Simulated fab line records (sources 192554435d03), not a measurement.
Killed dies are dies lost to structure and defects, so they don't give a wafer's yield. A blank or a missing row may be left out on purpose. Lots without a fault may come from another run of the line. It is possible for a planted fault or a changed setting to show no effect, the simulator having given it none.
A lot that was struck, set against a sound lot    flow n5_finfet    16 out of 1938 route steps
Sound: wafers L870.1, L870.2, L870.6. Struck: wafers L880.2, L880.3, L880.5. The cause is named last.
Each step with rows lists, per side, the tool, then ch with its chambers, then its first start. Under that, the readings that differ: sound wafers    struck wafers    difference of the means    sigmas: that difference in standard deviations of wafers without a fault.
alike: readings with means less than 2 such deviations apart, plus words and numbers identical on both sides. not compared: withheld readings, readings lacking a value on some wafer, bounds such as >300 that could conceal the same value, and numbers that have no deviation in the record and whose values overlap.
Wherever a step has rows on one side only, a row that says differs or no value, or a row with sigmas, the two part there. When numbers do not overlap yet have no deviation, they are printed without sigmas and do not part them. A reading missing from all wafers of one side parts the sides only when that side holds two or more wafers.

first, 1 step without rows for these wafers: N5_FIN_SAQP_SPACER1_ALD_24 (deposits SiO2, target thk 20.3 nm, pulse time 1 s, purge time 2 s).
N5_FIN_SAQP_SPACER1_ETCHBACK_25: etches SiO2 in CHF3/O2, target depth 24.4 nm, time 12.2 s.
  sound on rie_diel-06 ch 0,1,2, day 3 13:36; struck on rie_diel-04 ch 0,1, day 6 01:11
  alike: CHF3_flow_sccm, drypump_motor_current_A, oes_product_au, rf_vpp_V, showerhead_plenum_p_Torr, throttle_valve_pct
  not compared: rf_hours_counter_h
then, 1 step without rows for these wafers: N5_FIN_SAQP_MANDREL1_REMOVE_56 (chemistry HBr/Cl2/O2, target a-Si, stops on SiNx, bt time 10 s).
N5_FIN_SAQP_CD_MEAS_27: the cd target is 20 nm.
  sound on cd_sem-03 ch 0, day 3 13:48; struck on cd_sem-03 ch 0, day 6 01:23
  alike: cd_nm
N5_FIN_SAQP_ETCH_57: etches SiNx in CH3F/O2, target depth 32.5 nm, time 46.4 s.
  sound on rie_diel-06 ch 0,1,2, day 3 13:51; struck on rie_diel-06 ch 0,2, day 6 01:35
  alike: drypump_motor_current_A, etch_rf_on_time_s, oes_product_au, rf_vpp_V, showerhead_plenum_p_Torr, throttle_valve_pct
  not compared: rf_hours_counter_h
N5_FIN_SAQP_ETCH_65: etches SiO2 in CF4, target depth 4 nm, time 4.4 s.
  sound on rie_si-06 ch 1,2,3, day 3 13:58; struck on rie_si-06 ch 1,3, day 6 01:42
  alike: drypump_motor_current_A, oes_product_au, throttle_valve_pct
  not compared: rf_hours_counter_h
then, 1 step without rows for these wafers: N5_FIN_SAQP_MANDREL_ETCH_58 (etches a-Si in HBr/Cl2, stops on SiNx, target depth 45 nm, bt time 10 s, time 27 s).
N5_FIN_SAQP_RECESS_63: chemistry HF/NH3, target SiO2, target depth 18 nm, afs cycles 3, sublimation time 60 s.
  sound on vapor_etch-01 ch 0,1, day 3 14:04; struck on vapor_etch-02 ch 0,1, day 6 01:49
  alike: drypump_motor_current_A
then, 1 step without rows for these wafers: N5_FIN_SAQP_COAT_68 (time 60 s, resist thk 100 nm).
N5_FIN_SAQP_ETCH_69: etches SOC in N2/H2, stops on SiNx, target depth 150 nm.
  sound on rie_diel-06 ch 0,2, day 3 14:31; struck on rie_diel-04 ch 1,3, day 6 02:19
  alike: drypump_motor_current_A, oes_product_au, rf_vpp_V, showerhead_plenum_p_Torr, throttle_valve_pct
  not compared: rf_hours_counter_h
then, 2 steps without rows for these wafers: N5_FIN_SAQP_ETCH_67 (etches SiNx in CH3F/O2, target depth 30 nm); N5_FIN_SAQP_STRIP_70 (strips in N2/H2).
N5_FIN_SAQP_RECESS_71: chemistry HF/NH3, target SiO2, target depth 3 nm, afs cycles 1, sublimation time 60 s.
  sound on vapor_etch-02 ch 0,1, day 3 14:41; struck on vapor_etch-02 ch 0,1, day 6 02:28
  no value came back on the struck wafers for afs_cycles, drypump_motor_current_A (A); on the sound wafers afs_cycles reads 1 1 1
then, 1 step without rows for these wafers: N5_FIN_SAQP_SPACER2_ALD_28 (deposits SiO2, target thk 8.1 nm, pulse time 1 s, purge time 2 s).
-- the record jumps here: 6 days lie between the struck wafers' starts before and after (it left off in module FIN_SAQP and takes up again in module BEOL_M4, whose first step shown is number 1111 of the route) --
N5_BEOL_M4_RC_MEAS_101:
  sound on prober-02 ch 0, day 9 11:56; struck on prober-01 ch 0, day 12 00:28
  alike: DIBL_N, DIBL_P, IOFF_N, IOFF_P, ION_N, ION_P, SS_N, SS_P, VT_N, VT_P
-- a jump in the record: the struck wafers' starts before and after are 5 days apart (it breaks off in module BEOL_M4 and resumes in module PASSIVATION, where the first step shown is number 1936 of the route) --
N5_PASSIVATION_PROBE_49:
  only the struck wafers here have rows in the record (prober-01, day 16 14:50); the sound ones have none

WHERE THEY PART
Last at N5_PASSIVATION_PROBE_49 as far as this record goes, first at N5_FIN_SAQP_RECESS_71.

WHY: the cause the simulator had injected
At N5_FIN_SAQP_RECESS_71, the step was skipped entirely on vapor_etch-02 from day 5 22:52 on. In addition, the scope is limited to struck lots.
